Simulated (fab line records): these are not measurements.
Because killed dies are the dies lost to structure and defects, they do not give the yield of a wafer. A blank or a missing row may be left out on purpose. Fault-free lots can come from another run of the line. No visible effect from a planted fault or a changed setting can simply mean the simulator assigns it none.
Matching of chambers    flow n5_finfet    3 sister chambers for N5_BEOL_M6_CURE_74 on uv_cure-03
The step cures SiCOH lowk, time 240 s. 6 wafers are shown with their chamber, then 12 later ones without.

WAFERS PAIRED WITH THEIR CHAMBERS
wafer   chamber  wafer_temp_C_max  lamp_power_pct (%)
L075.2  1        387.1             52.28
L075.6  1        386.5             52.42
L083.5  0        387.1             52.23
L083.6  0        387.4             52.38
L087.4  2        386.9             52.32
L087.5  2        387.2             52.33

WAFERS WITHOUT THEIR CHAMBER
wafer   wafer_temp_C_max  lamp_power_pct (%)
L085.3  386.9             52.36
L085.4  386.4             52.34
L085.5  386.3             52.33
L089.1  387.5             52.24
L089.3  387.2             52.34
L089.4  387.6             52.25
L094.1  386.7             52.34
L094.2  386.4             52.28
L094.5  386.4             52.15
L094.3  387.1             52.20
L094.4  387.6             52.29
L094.6  387.1             52.27

CHAMBER TAKEN BY EACH
wafer   from the rows above           in truth
L085.3  can't be placed: 1 or 2 or 0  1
L085.4  can't be placed: 1 or 2 or 0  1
L085.5  can't be placed: 1 or 2 or 0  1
L089.1  can't be placed: 0 or 2 or 1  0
L089.3  can't be placed: 0 or 2 or 1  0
L089.4  can't be placed: 0 or 2 or 1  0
L094.1  can't be placed: 1 or 2 or 0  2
L094.2  can't be placed: 1 or 2 or 0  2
L094.5  can't be placed: 1 or 2 or 0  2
L094.3  can't be placed: 0 or 2 or 1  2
L094.4  can't be placed: 0 or 2 or 1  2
L094.6  can't be placed: 0 or 2 or 1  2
Correctly placed: 0 of 12. Not placeable from these rows: 12 (in 12, the candidates include the true chamber). Wrongly placed: 0.
How it was worked out, from the rows above alone: a wafer's distance from a chamber is the root of the sum, over the readings, of the square of ((its reading less the chamber's mean) divided by the reading's scatter). If the next closest chamber is less than 2 further off than the closest, the wafer can't be placed; otherwise it belongs to the closest. For every chamber, the mean is computed from those of its wafers that are shown. The scatter: the root of (the sum of the squares of (reading less its chamber's mean) over the shown wafers, divided by (wafers less chambers)).
